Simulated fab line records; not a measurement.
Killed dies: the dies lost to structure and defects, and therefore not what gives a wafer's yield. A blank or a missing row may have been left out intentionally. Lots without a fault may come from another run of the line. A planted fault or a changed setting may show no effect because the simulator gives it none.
Comparing a struck lot with a sound one / flow n5_finfet / 26 steps out of a route of 1938
Sound: the wafers L167.3, L167.4, L167.6. Struck: wafer L172.3. (L172.2 of the same lot was not struck and is left out.) The cause comes at the end.
Order at every step that has rows: each side's tool, ch and its chambers, its first start. Under that, the readings that differ: sound wafers / struck wafers / difference of the means / sigmas: that difference in standard deviations of wafers without a fault.
alike: words and numbers the same on both sides, and readings whose means are apart by under 2 such deviations; not compared: readings that were withheld, readings missing a value for some wafer, numbers with overlapping values and no deviation given by the record, and bounds like >300 which may hide the same value.
Wherever a step has rows on one side only, a row that says differs or no value, or a row with sigmas, the two part there. When numbers do not overlap yet have no deviation, they are printed without sigmas and do not part them. A reading missing from all wafers of one side parts the sides only when that side holds two or more wafers.

N5_STI_FIN_REVEAL_ALD_14: deposits Si3N4, target thk 3 nm.
  sound on ald_sin-03 ch 1,2, day 2 04:38; struck on ald_sin-01 ch 1, day 3 10:26
  alike: heater_power_w
  not compared: since_wet_clean_h
then, 3 steps without rows for these wafers: N5_STI_FIN_REVEAL_FCVD_FILL_01 (material SiO2 flowable, target thk 312 nm, time 512.2 s); N5_STI_FIN_REVEAL_DENSIFY_02 (time 1800 s); N5_STI_FIN_REVEAL_CMP_04 (polishes, stops on Si3N4, t overpolish 4 s, target thk 131.83 nm).
N5_STI_FIN_REVEAL_THK_MEAS_05:
  sound on film_metro-01, day 2 09:59; struck on film_metro-02, day 3 15:47
reading=thk_nm (nm); sound=130.4 133.0 132.7; struck=135.0; difference=+3.0; sigmas=+2
after that, 1 step had no rows for these wafers: N5_STI_FIN_REVEAL_DENSIFY_30.
N5_STI_FIN_REVEAL_ETCHBACK_08: etches SiO2 in C4F6/O2, target depth 30.5 nm, time 10.167 s.
  sound on rie_diel-05 ch 0,1,3, day 2 10:21; struck on rie_diel-03 ch 2, day 3 16:02
reading=throttle_valve_pct (%); sound=20.86 20.88 20.91; struck=21.67; difference=+0.79; sigmas=+3
  alike: chamber_pressure_mTorr, drypump_motor_current_A, oes_ar_750_au, oes_product_au, rf_vpp_V, showerhead_plenum_p_Torr
  not compared: rf_hours_counter_h
N5_STI_FIN_REVEAL_STRIP_24: strips in N2/H2, time 90 s.
  sound on rie_diel-05 ch 0,1,3, day 2 10:23; struck on rie_diel-03 ch 2, day 3 16:04
reading=throttle_valve_pct (%); sound=11.99 12.06 12.21; struck=12.69; difference=+0.60; sigmas=+2
  alike: chamber_pressure_mTorr, drypump_motor_current_A, oes_product_au, rf_vpp_V, showerhead_plenum_p_Torr
  not compared: rf_hours_counter_h
then, 4 steps without rows for these wafers: N5_STI_FIN_REVEAL_PRECLEAN_25 (cleans in SPM, time 90 s); N5_STI_FIN_REVEAL_PRECLEAN_26 (cleans in SC1, time 45 s); N5_STI_FIN_REVEAL_PRECLEAN_29 (cleans in DHF, time 30 s); N5_STI_FIN_REVEAL_SRD_12 (time 30 s).
N5_STI_FIN_REVEAL_RECESS_09: chemistry HF/NH3, target SiO2, afs cycles 11, target depth 42.5 nm, sublimation time 60 s.
  sound on vapor_etch-01 ch 0,1, day 2 11:08; struck on vapor_etch-02 ch 0, day 3 16:17
reading=model.etch.depth_nm (nm); sound=43.05 43.05 43.05; struck=26.12; difference=-16.93; sigmas=
reading=model.SiNx_of_FIN_SAQP_HM_DEP_03.thk_nm (nm); sound=18 17.8 18.2; struck=19.6; difference=+1.6; sigmas=
  alike: drypump_motor_current_A, foreline_p_Torr
then, 3 steps without rows for these wafers: N5_STI_FIN_REVEAL_STRIP_16 (strips SiNx in H3PO4, target depth 23.8 nm); N5_STI_FIN_REVEAL_PRECLEAN_17 (cleans in NF3:NH3, afs cycles 1, time 20 s, sublimation time 60 s); N5_STI_FIN_REVEAL_ETCH_34 (etches Si in H2, material Si, target depth 0.97 nm).
N5_STI_FIN_REVEAL_OXIDATION_31: chemistry O2 PLASMA REMOTE, time 20 s.
  sound on plasma_asher-02 ch 0,1, day 2 12:47; struck on plasma_asher-02 ch 1, day 3 18:29
  alike: chamber_pressure_mTorr, drypump_motor_current_A, heater_power_w
  not compared: rf_hours_counter_h
then, 3 steps without rows for these wafers: N5_STI_FIN_REVEAL_PRECLEAN_32 (cleans in NF3:NH3, afs cycles 1, time 20 s, sublimation time 60 s); N5_STI_FIN_REVEAL_STRIP_35 (strips Si3N4 in H3PO4, target depth 4 nm, time 39 s); N5_STI_FIN_REVEAL_SRD_21 (time 30 s).
N5_STI_FIN_REVEAL_OXIDATION_33: chemistry O2 PLASMA REMOTE, time 20 s.
  sound on plasma_asher-01 ch 0,1, day 2 13:08; struck on plasma_asher-02 ch 1, day 3 19:19
  alike: chamber_pressure_mTorr, drypump_motor_current_A, heater_power_w
  not compared: rf_hours_counter_h
then, 2 steps without rows for these wafers: N5_STI_FIN_REVEAL_CLEAN_19 (cleans in O3/DIW, time 120 s); N5_STI_FIN_REVEAL_SRD_23 (time 30 s).
N5_STI_FIN_REVEAL_CD_MEAS_22: target cd 6.238 nm, pitch 28 nm.
  sound on cd_sem-03, day 2 13:17; struck on cd_sem-03, day 3 19:29
reading=cd_nm (nm); sound=6.58 6.80 6.66; struck=5.81; difference=-0.87; sigmas=-3
N5_STI_FIN_REVEAL_FIN_H_MEAS_10:
  sound on ocd-01, day 2 13:19; struck on ocd-01, day 3 19:31
reading=trench_depth_nm (nm); sound=51.8 51.9 52.0; struck=35.9; difference=-16.0; sigmas=-22
then, 1 step without rows for these wafers: N5_STI_FIN_REVEAL_PRECLEAN_18 (cleans in SC2, time 45 s).

WHERE THEY PART
Last at N5_STI_FIN_REVEAL_FIN_H_MEAS_10 as far as this record goes, first at N5_STI_FIN_REVEAL_THK_MEAS_05.

WHY: the cause the simulator had injected
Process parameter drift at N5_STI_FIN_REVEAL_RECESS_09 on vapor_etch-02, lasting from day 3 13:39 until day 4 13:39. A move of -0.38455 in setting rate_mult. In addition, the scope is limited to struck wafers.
